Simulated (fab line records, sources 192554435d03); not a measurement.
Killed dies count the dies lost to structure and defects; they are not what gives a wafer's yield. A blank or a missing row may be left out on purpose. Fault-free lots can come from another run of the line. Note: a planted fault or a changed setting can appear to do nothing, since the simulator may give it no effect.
fab line records -- flow n5_finfet
record lots=5, wafers=15, last_day=15
route steps=1938 shown FIN_CUT@178 STI_FIN_REVEAL@183 BEOL_M4@1111 PASSIVATION@1936
lots that met no fault: taken from a fault-free run of the same line
start_h: hours from the record's first day to the start of the lot's first wafer shown -- wait_h: hours elapsed since this lot's preceding step -- " unchanged from the row above -- L1.1+2: several wafers, shown together as one row -- - no value, or no start was given -- * or withheld: withheld -- < > ~ a bound
route shown NAME@n: names a module that has steps shown in the file, with the first one's number in the route -- usual: mean and standard deviation over wafers with no fault -- same: alike in all rows -- chamber/n: place in a boat -- sites: each site's reading -- _std_site: standard deviation of those values -- _edge_site: inner sites' mean taken away from outer sites' mean -- radius_mm: for every site, how far away it sits from the centre of the wafer -- mask NAME#n: copy n -- behind: the tool/chamber that last shaped the wafer -- hold: why the lot was held/for how many hours/how that ended -- device: transistor that didn't switch, given as n, p or np -- end of line: the tests these same wafers got at the end of their route -- a step given without rows: its recipe and nothing more -- killed: dies that structure and defects cost at the first sort, which is not the same as the wafer's yield -- map: per-die view of a wafer (x killed, . not killed, _ where there is no die)
set.NAME: the run value of the setting; set.NAME@STEP: its run value at that earlier step -- model.NAME: the simulator's own value behind a step, which no gauge read
certain route steps with their lots: each step a table, each wafer a row
services: when a tool's chamber went out of use (start_h, in hours from the record's first day, below 0 if earlier), for how many hours, and the reason
## steps
# step N5_FIN_CUT_STRIP_22
# recipe chemistry=N2/H2, power_w=500, temp_c=40, pressure_mtorr=50, rf_frequency_hz=6e+07, overash_fraction=0.3, bias_power_w=8, h2_frac=0.5, n2_flow_sccm=300, h2_flow_sccm=300
# step N5_FIN_CUT_PRECLEAN_36
# recipe chemistry=O3/DIW, time_s=60, temp_c=22, o3_ppm=10
# step N5_FIN_CUT_SRD_32
# recipe dry=ipa_marangoni, time_s=30, temp_c=23, rinse_liquid=diw
# step N5_FIN_CUT_UV_OZONE_34
# recipe time_s=120, pressure_torr=760, temp_c=25
# step N5_STI_FIN_REVEAL_ALD_00
# recipe material=SiO2, target_thk_a=10, temp_c=300, ald_precursor_family=BDEAS, ald_co_reactant=O2-plasma, pulse_time_s=1, pressure_torr=2
# step N5_STI_FIN_REVEAL_ALD_14
# recipe material=Si3N4, target_thk_a=30, temp_c=400, ald_precursor_family=SiH2I2, ald_co_reactant=N2/H2-plasma, pressure_torr=2
# step N5_STI_FIN_REVEAL_FCVD_FILL_01
# recipe material=SiO2_flowable, target_thk_a=3120, temp_c=100, pressure_torr=0.8, rf_w=2000, time_s=512.2
# step N5_STI_FIN_REVEAL_DENSIFY_02
# recipe temp_c=650, ambient=steam, time_s=1800, idle_temp_c=400, densification_p_h2o_torr=640
# step N5_STI_FIN_REVEAL_CMP_04
# recipe stop_on=Si3N4, t_overpolish_s=4, down_force_psi=2, platen_rpm=54.18, post_cmp_clean=alkaline_brush, pad_velocity_m_s=1.078, target_thk_nm=131.83
# step N5_STI_FIN_REVEAL_DENSIFY_30
# recipe temp_c=*, time_s=*, ambient=N2, idle_temp_c=600, ramp_up_c_per_s=150, ramp_down_c_per_s=60, cool_to_c=600
# step N5_STI_FIN_REVEAL_ETCHBACK_08
# recipe chemistry=C4F6/O2, target=SiO2, target_depth_a=305, time_s=10.167, ion_energy_ev=250, pressure_mtorr=30, source_w=345, bias_w=185, Ar_flow_sccm=300, C4F6_flow_sccm=10, O2_flow_sccm=10
# usual C4F6_flow_sccm=10.001/0.027, O2_flow_sccm=9.999/0.028, drypump_motor_current_A=5.8/0.57, oes_o_777_au=0.77/0.076, oes_product_au=0.78/0.083, rf_vpp_V=669/5.8, showerhead_plenum_p_Torr=2.85/0.085, throttle_valve_pct=21.21/0.25
lot.wafer,tool,chamber,start_h,wait_h,C4F6_flow_sccm,O2_flow_sccm,drypump_motor_current_A,oes_o_777_au,oes_product_au,rf_hours_counter_h,rf_vpp_V,showerhead_plenum_p_Torr,throttle_valve_pct
L354.2,rie_diel-02,2,75.37,0.2,9.958,9.998,6.5,0.86,0.88,58,671,2.89,21.28
L354.3,rie_diel-02,1,75.37,0.2,9.994,9.983,5.5,0.74,0.73,173,671,2.95,21.31
L354.5,rie_diel-02,3,75.37,0.2,9.999,9.981,5.1,0.68,0.69,-,661,2.83,21.59
L357.1,rie_diel-04,1,94.03,0.2,9.956,9.996,5.9,0.69,0.68,238,664,2.80,21.36
L357.2,rie_diel-04,0,94.03,0.2,10.024,9.952,6.5,0.71,0.69,216,661,2.83,21.34
L357.4,rie_diel-04,3,94.03,0.2,9.969,10.007,6.0,0.90,0.92,20,677,3.02,20.98
L361.1,rie_diel-06,2,119.45,0.3,-,-,-,-,-,-,-,-,-
L361.4,rie_diel-06,3,119.45,0.3,-,-,-,-,-,-,-,-,-
L361.6,rie_diel-06,3,119.45,0.3,-,-,-,-,-,-,-,-,-
L362.1,rie_diel-02,0,123.67,0.2,-,-,-,-,-,-,-,-,-
L362.4,rie_diel-02,0,123.67,0.2,-,-,-,-,-,-,-,-,-
L362.5,rie_diel-02,1,123.67,0.2,-,-,-,-,-,-,-,-,-
L363.2,rie_diel-04,2,130.61,0.2,-,-,-,-,-,-,-,-,-
L363.4,rie_diel-04,3,130.61,0.2,-,-,-,-,-,-,-,-,-
L363.5,rie_diel-04,1,130.61,0.2,-,-,-,-,-,-,-,-,-
# step N5_STI_FIN_REVEAL_STRIP_24
# recipe chemistry=N2/H2, time_s=90, power_w=100, temp_c=40, pressure_mtorr=100, rf_frequency_hz=6e+07, bias_power_w=3, n2_flow_sccm=300, h2_flow_sccm=300
# step N5_STI_FIN_REVEAL_PRECLEAN_25
# recipe chemistry=SPM, time_s=90, temp_c=120, mix=4:1
# step N5_STI_FIN_REVEAL_PRECLEAN_26
# recipe chemistry=SC1, time_s=45, temp_c=46, mix=1:2:100
# step N5_STI_FIN_REVEAL_PRECLEAN_29
# recipe chemistry=DHF, time_s=30, temp_c=25, dilution=300:1
# step N5_STI_FIN_REVEAL_SRD_12
# recipe time_s=30, temp_c=23, rinse_liquid=diw, dry=ipa_marangoni
# step N5_STI_FIN_REVEAL_RECESS_09
# recipe chemistry=HF/NH3, target=SiO2, afs_cycles=11, target_depth_a=425, temp_c=30, sublimation_temp_c=180, sublimation_time_s=60
# step N5_STI_FIN_REVEAL_STRIP_16
# recipe chemistry=H3PO4, material=SiNx, temp_c=165, target_depth_a=238, overetch_fraction=0.4964, dry=ipa_marangoni
# step N5_STI_FIN_REVEAL_PRECLEAN_17
# recipe chemistry=NF3:NH3, afs_cycles=1, temp_c=30, time_s=20, sublimation_temp_c=180, sublimation_time_s=60, pressure_torr=3, rf_power_w=30
# step N5_STI_FIN_REVEAL_ETCH_34
# recipe chemistry=H2, mode=isotropic, material=Si, target=Si, target_depth_a=9.7, temp_c=20, pressure_mtorr=4.5, icp_w=300, bias_w=0, h2_flow_sccm=7.5, he_flow_sccm=142.5
# step N5_STI_FIN_REVEAL_OXIDATION_31
# recipe chemistry=O2_PLASMA_REMOTE, temp_c=150, time_s=20, pressure_mtorr=1000, source_power_w=2000, o2_flow_sccm=3000
# step N5_STI_FIN_REVEAL_PRECLEAN_32
# recipe chemistry=NF3:NH3, afs_cycles=1, temp_c=30, time_s=20, sublimation_temp_c=180, sublimation_time_s=60, pressure_torr=3, rf_power_w=30
# step N5_STI_FIN_REVEAL_STRIP_35
# recipe chemistry=H3PO4, material=Si3N4, temp_c=165, target_depth_a=40, time_s=39
# step N5_STI_FIN_REVEAL_SRD_21
# recipe dry=ipa_marangoni, time_s=30, temp_c=23, rinse_liquid=diw
# step N5_STI_FIN_REVEAL_OXIDATION_33
# recipe chemistry=O2_PLASMA_REMOTE, temp_c=150, time_s=20, pressure_mtorr=1000, source_power_w=2000, o2_flow_sccm=3000
# step N5_STI_FIN_REVEAL_CLEAN_19
# recipe chemistry=O3/DIW, temp_c=25, time_s=120, o3_ppm=10
# step N5_STI_FIN_REVEAL_SRD_23
# recipe dry=ipa_marangoni, time_s=30, temp_c=23, rinse_liquid=diw
# step N5_STI_FIN_REVEAL_FIN_H_MEAS_10
# usual trench_depth_nm=52.1/0.75
lot.wafer,tool,chamber,start_h,wait_h,trench_depth_nm
L354.2,ocd-01,-,78.32,0.0,52.8
L354.3,ocd-01,-,78.32,0.0,52.2
L354.5,ocd-01,-,78.32,0.0,50.9
L357.1,ocd-02,-,96.98,0.0,52.3
L357.2,ocd-02,-,96.98,0.0,52.4
L357.4,ocd-02,-,96.98,0.0,53.7
L361.1,ocd-01,-,122.40,0.0,21.0
L361.4,ocd-01,-,122.40,0.0,21.6
L361.6,ocd-01,-,122.40,0.0,21.7
L362.1,ocd-01,-,126.62,0.0,21.6
L362.4,ocd-01,-,126.62,0.0,22.0
L362.5,ocd-01,-,126.62,0.0,22.7
L363.2,ocd-01,-,133.63,0.0,22.1
L363.4,ocd-01,-,133.63,0.0,22.0
L363.5,ocd-01,-,133.63,0.0,22.5
# step N5_STI_FIN_REVEAL_PRECLEAN_18
# recipe chemistry=SC2, time_s=45, temp_c=35, mix=1:1:50
# step N5_BEOL_M4_RC_MEAS_101
# usual DIBL_N=36.3/1, DIBL_P=36.2/1.4, IOFF_N=0.157/0.021, IOFF_P=0.206/0.025, ION_N=673/9, ION_P=461/6.4, SS_N=71.5/0.5, SS_P=73.2/0.47, VT_N=249.9/2.4, VT_P=-250.6/2.9
lot.wafer,tool,chamber,start_h,wait_h,DIBL_N[mV/V],DIBL_P[mV/V],IOFF_N[nA/um],IOFF_P[nA/um],ION_N[uA/um],ION_P[uA/um],SS_N[mV/dec],SS_P[mV/dec],VT_N[mV],VT_P[mV]
L354.2,prober-01,0,205.92,0.2,35.4,36.7,0.171,0.242,685,475,71.3,73.3,246.4,-247.5
L354.3,prober-01,0,205.92,0.2,35.2,36.4,0.175,0.233,681,466,71.3,73.0,248.7,-247.1
L354.5,prober-01,0,205.92,0.2,36.5,37.6,0.194,0.253,675,463,73.0,73.9,245.6,-245.2
L357.1,prober-02,0,214.82,0.0,36.6,35.4,0.141,0.187,660,458,71.7,73.0,249.0,-251.4
L357.2,prober-02,0,214.82,0.0,37.3,36.1,0.148,0.201,665,454,72.1,73.3,251.6,-252.4
L357.4,prober-02,0,214.82,0.0,35.8,34.9,0.130,0.179,674,458,71.0,72.7,250.5,-252.5
# step N5_PASSIVATION_PROBE_49
# usual defect_limited_yield=91.1/1.3, killed_at_M0_to_M3=36/10, killed_at_M4_up=14/4.4, killed_at_contacts=14/5.7, killed_at_front_end=39/9.4, killed_at_other=2.9/2.6, killed_dies=105/15, killed_on_rim=14/3.5, killed_open=70/12, killed_short=34/7.1, sort_bin_5_function=5.3/0.77, sort_bin_6_memory=3.3/0.66, sort_n_pass=1075/15, sort_yield_pct=91.1/1.3
# same gross_dies=1180, killed_at_back_side=0, sort_bin_4_leakage[%]=0, sort_bin_8_speed[%]=0
lot.wafer,tool,chamber,start_h,wait_h,defect_limited_yield[%],killed_at_M0_to_M3,killed_at_M4_up,killed_at_contacts,killed_at_front_end,killed_at_other,killed_dies,killed_on_rim,killed_open,killed_short,sort_bin_5_function[%],sort_bin_6_memory[%],sort_n_pass,sort_yield_pct[%]
L357.1,prober-02,-,318.51,0.0,90.8,40,25,15,26,2,108,19,69,34,6.1,2.8,1072,90.8
L357.2,prober-02,-,318.56,0.1,90.5,36,18,12,45,1,112,12,76,35,5.3,3.8,1068,90.5
L357.4,prober-02,-,318.66,0.2,92.6,32,16,9,29,1,87,8,54,30,4.7,2.4,1093,92.6
L363.2,prober-02,-,351.99,0.1,0,26,8,24,1122,0,1180,152,67,26,97.1,2.7,0,0
L363.4,prober-02,-,352.09,0.2,0,41,13,16,1109,1,1180,152,75,25,96.3,3.4,0,0
L363.5,prober-02,-,352.14,0.2,0,39,12,9,1118,2,1180,152,69,32,96.9,2.9,0,0
L361.1,prober-01,-,360.02,0.0,0,34,23,22,1096,5,1180,152,98,28,94.8,4.7,0,0
L361.4,prober-01,-,360.17,0.2,0,44,14,11,1106,5,1180,152,73,41,96.2,3.4,0,0
L361.6,prober-01,-,360.27,0.3,0,37,12,10,1121,0,1180,152,81,31,95.5,4.3,0,0
L362.1,prober-02,-,361.79,0.0,0,18,11,6,1144,1,1180,152,41,20,98.3,1.5,0,0
L362.4,prober-02,-,361.94,0.2,0,44,12,12,1109,3,1180,152,67,28,96.7,3.1,0,0
L362.5,prober-02,-,361.99,0.2,0,31,12,6,1128,3,1180,152,47,40,96.7,3.1,0,0
# killed by level:class
L357.1 MOL_CONTACT_COAG:geometric_particle:open=13 BEOL_M4:geometric_particle:open=11 BEOL_M0_SAQP:geometric_particle:short=9 BEOL_M0_SAQP:geometric_particle:open=9 STI_FIN_REVEAL:geometric_particle:open=7 BEOL_M1:geometric_particle:open=7 BEOL_M4:geometric_particle:short=6 BEOL_M3:geometric_particle:open=5
L357.2 FIN_SAQP:geometric_particle:open=16 BEOL_M0_SAQP:geometric_particle:short=8 BEOL_M0_SAQP:geometric_particle:open=8 STI_FIN_REVEAL:geometric_particle:open=7 MOL_CONTACT_COAG:geometric_particle:open=7 BEOL_M2:geometric_particle:open=7 BEOL_M4:geometric_particle:open=7 MOL_CONTACT_COAG:geometric_particle:short=5
L357.4 STI_FIN_REVEAL:geometric_particle:open=9 BEOL_M0_SAQP:geometric_particle:open=8 MOL_CONTACT_COAG:geometric_particle:open=7 BEOL_M2:geometric_particle:open=7 BEOL_M4:geometric_particle:open=6 BEOL_M3:geometric_particle:short=6 FIN_SAQP:geometric_particle:short=4 BEOL_M1:geometric_particle:open=4
L363.2 STI_FIN_REVEAL:area_etchback=1087 MOL_CONTACT_COAG:geometric_particle:open=20 FIN_SAQP:geometric_particle:open=8 STI_FIN_REVEAL:geometric_particle:open=8 BEOL_M2:geometric_particle:open=7 BEOL_M3:geometric_particle:open=7 FIN_SAQP:geometric_particle:short=5 BEOL_M1:geometric_particle:open=5
L363.4 STI_FIN_REVEAL:area_etchback=1079 MOL_CONTACT_COAG:geometric_particle:open=15 BEOL_M1:geometric_particle:open=10 BEOL_M2:geometric_particle:open=8 BEOL_M3:geometric_particle:open=8 BEOL_M4:geometric_particle:open=7 FIN_SAQP:geometric_particle:open=6 STI_FIN_REVEAL:geometric_particle:open=5
L363.5 STI_FIN_REVEAL:area_etchback=1078 FIN_SAQP:geometric_particle:open=11 BEOL_M1:geometric_particle:open=11 MOL_CONTACT_COAG:geometric_particle:open=8 BEOL_M0_SAQP:geometric_particle:open=8 FIN_SAQP:geometric_particle:short=6 BEOL_M2:geometric_particle:open=6 STI_FIN_REVEAL:geometric_particle:open=5
L361.1 STI_FIN_REVEAL:area_etchback=1052 MOL_CONTACT_COAG:geometric_particle:open=19 STI_FIN_REVEAL:geometric_particle:open=18 BEOL_M0_SAQP:geometric_particle:open=17 BEOL_M4:geometric_particle:open=12 FIN_SAQP:geometric_particle:open=9 BEOL_M1:geometric_particle:open=6 STI_FIN_REVEAL:geometric_particle:short=5
L361.4 STI_FIN_REVEAL:area_etchback=1066 BEOL_M0_SAQP:geometric_particle:open=18 BEOL_M0_SAQP:geometric_particle:short=15 STI_FIN_REVEAL:geometric_particle:open=7 MOL_CONTACT_COAG:geometric_particle:open=7 FIN_SAQP:geometric_particle:open=6 BEOL_M1:geometric_particle:open=6 FIN_SAQP:geometric_particle:short=5
L361.6 STI_FIN_REVEAL:area_etchback=1066 STI_FIN_REVEAL:geometric_particle:open=22 BEOL_M0_SAQP:geometric_particle:open=18 BEOL_M0_SAQP:geometric_particle:short=10 FIN_SAQP:geometric_particle:open=8 MOL_CONTACT_COAG:geometric_particle:open=8 GATE_CUT:geometric_particle:short=6 BEOL_M8:geometric_particle:open=6
L362.1 STI_FIN_REVEAL:area_etchback=1119 FIN_SAQP:geometric_particle:open=6 BEOL_M0_SAQP:geometric_particle:short=5 BEOL_M0_SAQP:geometric_particle:open=5 STI_FIN_REVEAL:geometric_particle:open=4 BEOL_M3:geometric_particle:open=4 BEOL_M4:geometric_particle:open=4 FIN_CUT:geometric_particle:open=3
L362.4 STI_FIN_REVEAL:area_etchback=1083 BEOL_M0_SAQP:geometric_particle:open=12 MOL_CONTACT_COAG:geometric_particle:open=11 BEOL_M3:geometric_particle:open=11 FIN_SAQP:geometric_particle:open=10 BEOL_M0_SAQP:geometric_particle:short=9 FIN_SAQP:geometric_particle:short=6 BEOL_M4:geometric_particle:open=6
L362.5 STI_FIN_REVEAL:area_etchback=1093 FIN_SAQP:geometric_particle:short=17 BEOL_M0_SAQP:geometric_particle:short=10 BEOL_M0_SAQP:geometric_particle:open=10 FIN_SAQP:geometric_particle:open=7 MOL_CONTACT_COAG:geometric_particle:open=5 BEOL_M1:geometric_particle:open=5 BEOL_M4:geometric_particle:open=3
# map L361.1 (x killed, . not)
_________________xxxxxxxxxxxx________________
______________xxxxxxxxxxxxxxxxxx_____________
___________xxxxxxxxxxxxxxxxxxxxxxxx__________
__________xxxxxxxxxxxxxxxxxxxxxxxxxx_________
________xxxxxxxxxxxxxxxxxxxxxxxxxxxxxx_______
_______xxxxxxxxxxxxxxxxxxxxxxxxxxxxxxxx______
______xxxxxxxxxxxxxxxxxxxxxxxxxxxxxxxxxx_____
_____xxxxxxxxxxxxxxxxxxxxxxxxxxxxxxxxxxxx____
____xxxxxxxxxxxxxxxxxxxxxxxxxxxxxxxxxxxxxx___
___xxxxxxxxxxxxxxxxxxxxxxxxxxxxxxxxxxxxxxxx__
___xxxxxxxxxxxxxxxxxxxxxxxxxxxxxxxxxxxxxxxx__
__xxxxxxxxxxxxxxxxxxxxxxxxxxxxxxxxxxxxxxxxxx_
__xxxxxxxxxxxxxxxxxxxxxxxxxxxxxxxxxxxxxxxxxx_
_xxxxxxxxxxxxxxxxxxxxxxxxxxxxxxxxxxxxxxxxxxxx
_xxxxxxxxxxxxxxxxxxxxxxxxxxxxxxxxxxxxxxxxxxxx
_xxxxxxxxxxxxxxxxxxxxxxxxxxxxxxxxxxxxxxxxxxxx
_xxxxxxxxxxxxxxxxxxxxxxxxxxxxxxxxxxxxxxxxxxxx
_xxxxxxxxxxxxxxxxxxxxxxxxxxxxxxxxxxxxxxxxxxxx
_xxxxxxxxxxxxxxxxxxxxxxxxxxxxxxxxxxxxxxxxxxxx
_xxxxxxxxxxxxxxxxxxxxxxxxxxxxxxxxxxxxxxxxxxxx
_xxxxxxxxxxxxxxxxxxxxxxxxxxxxxxxxxxxxxxxxxxxx
__xxxxxxxxxxxxxxxxxxxxxxxxxxxxxxxxxxxxxxxxxx_
__xxxxxxxxxxxxxxxxxxxxxxxxxxxxxxxxxxxxxxxxxx_
___xxxxxxxxxxxxxxxxxxxxxxxxxxxxxxxxxxxxxxxx__
___xxxxxxxxxxxxxxxxxxxxxxxxxxxxxxxxxxxxxxxx__
____xxxxxxxxxxxxxxxxxxxxxxxxxxxxxxxxxxxxxx___
_____xxxxxxxxxxxxxxxxxxxxxxxxxxxxxxxxxxxx____
______xxxxxxxxxxxxxxxxxxxxxxxxxxxxxxxxxx_____
_______xxxxxxxxxxxxxxxxxxxxxxxxxxxxxxxx______
________xxxxxxxxxxxxxxxxxxxxxxxxxxxxxx_______
__________xxxxxxxxxxxxxxxxxxxxxxxxxx_________
___________xxxxxxxxxxxxxxxxxxxxxxxx__________
______________xxxxxxxxxxxxxxxxxx_____________
_________________xxxxxxxxxxxx________________
# map L362.1 (x killed, . not)
_________________xxxxxxxxxxxx________________
______________xxxxxxxxxxxxxxxxxx_____________
___________xxxxxxxxxxxxxxxxxxxxxxxx__________
__________xxxxxxxxxxxxxxxxxxxxxxxxxx_________
________xxxxxxxxxxxxxxxxxxxxxxxxxxxxxx_______
_______xxxxxxxxxxxxxxxxxxxxxxxxxxxxxxxx______
______xxxxxxxxxxxxxxxxxxxxxxxxxxxxxxxxxx_____
_____xxxxxxxxxxxxxxxxxxxxxxxxxxxxxxxxxxxx____
____xxxxxxxxxxxxxxxxxxxxxxxxxxxxxxxxxxxxxx___
___xxxxxxxxxxxxxxxxxxxxxxxxxxxxxxxxxxxxxxxx__
___xxxxxxxxxxxxxxxxxxxxxxxxxxxxxxxxxxxxxxxx__
__xxxxxxxxxxxxxxxxxxxxxxxxxxxxxxxxxxxxxxxxxx_
__xxxxxxxxxxxxxxxxxxxxxxxxxxxxxxxxxxxxxxxxxx_
_xxxxxxxxxxxxxxxxxxxxxxxxxxxxxxxxxxxxxxxxxxxx
_xxxxxxxxxxxxxxxxxxxxxxxxxxxxxxxxxxxxxxxxxxxx
_xxxxxxxxxxxxxxxxxxxxxxxxxxxxxxxxxxxxxxxxxxxx
_xxxxxxxxxxxxxxxxxxxxxxxxxxxxxxxxxxxxxxxxxxxx
_xxxxxxxxxxxxxxxxxxxxxxxxxxxxxxxxxxxxxxxxxxxx
_xxxxxxxxxxxxxxxxxxxxxxxxxxxxxxxxxxxxxxxxxxxx
_xxxxxxxxxxxxxxxxxxxxxxxxxxxxxxxxxxxxxxxxxxxx
_xxxxxxxxxxxxxxxxxxxxxxxxxxxxxxxxxxxxxxxxxxxx
__xxxxxxxxxxxxxxxxxxxxxxxxxxxxxxxxxxxxxxxxxx_
__xxxxxxxxxxxxxxxxxxxxxxxxxxxxxxxxxxxxxxxxxx_
___xxxxxxxxxxxxxxxxxxxxxxxxxxxxxxxxxxxxxxxx__
___xxxxxxxxxxxxxxxxxxxxxxxxxxxxxxxxxxxxxxxx__
____xxxxxxxxxxxxxxxxxxxxxxxxxxxxxxxxxxxxxx___
_____xxxxxxxxxxxxxxxxxxxxxxxxxxxxxxxxxxxx____
______xxxxxxxxxxxxxxxxxxxxxxxxxxxxxxxxxx_____
_______xxxxxxxxxxxxxxxxxxxxxxxxxxxxxxxx______
________xxxxxxxxxxxxxxxxxxxxxxxxxxxxxx_______
__________xxxxxxxxxxxxxxxxxxxxxxxxxx_________
___________xxxxxxxxxxxxxxxxxxxxxxxx__________
______________xxxxxxxxxxxxxxxxxx_____________
_________________xxxxxxxxxxxx________________
## services
tool,chamber,start_h,hours,kind
rie_diel-02,0,85.26,-,clean
rie_diel-02,0,85.26,-,consumable_replace:focus_ring
rie_diel-02,0,85.26,18.9,scheduled_down
rie_diel-02,0,85.26,18.9,vent_cycle
rie_diel-04,0,96.47,9.4,repair
rie_diel-04,1,108.49,18.2,repair
## key
first_sign step=N5_STI_FIN_REVEAL_ETCHBACK_08, reading=tool_record, direction=missing
effect step=N5_STI_FIN_REVEAL_FIN_H_MEAS_10, reading=trench_depth_nm, direction=down, sigmas=40, usual=52.1, struck=21.9
effect step=N5_PASSIVATION_PROBE_49, reading=sort_bin_5_function, direction=up, sigmas=99+, usual=5.3, struck=96.5
more_kills_born_at N5_STI_FIN_REVEAL_ETCHBACK_08@rie_diel-02=3295, N5_STI_FIN_REVEAL_ETCHBACK_08@rie_diel-04=3244, N5_STI_FIN_REVEAL_ETCHBACK_08@rie_diel-06=3184
met_at N5_STI_FIN_REVEAL_ETCHBACK_08
struck_wafers L361.1,L361.4,L361.6,L362.1,L362.4,L362.5,L363.2,L363.4,L363.5
later_rows_left_out L361.1,L361.4,L361.6,L362.1,L362.4,L362.5,L363.2,L363.4,L363.5
onset_between 94.03 119.45
fault kind=skipped_step_whole, tool=rie_diel-02,rie_diel-04,rie_diel-06, chamber=-, onset_h=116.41, steps=N5_STI_FIN_REVEAL_ETCHBACK_08, scope=struck_lots_only
# later_rows_left_out: the simulator's readings of these wafers behind a module that went badly wrong aren't trusted and aren't shown, but for the sort
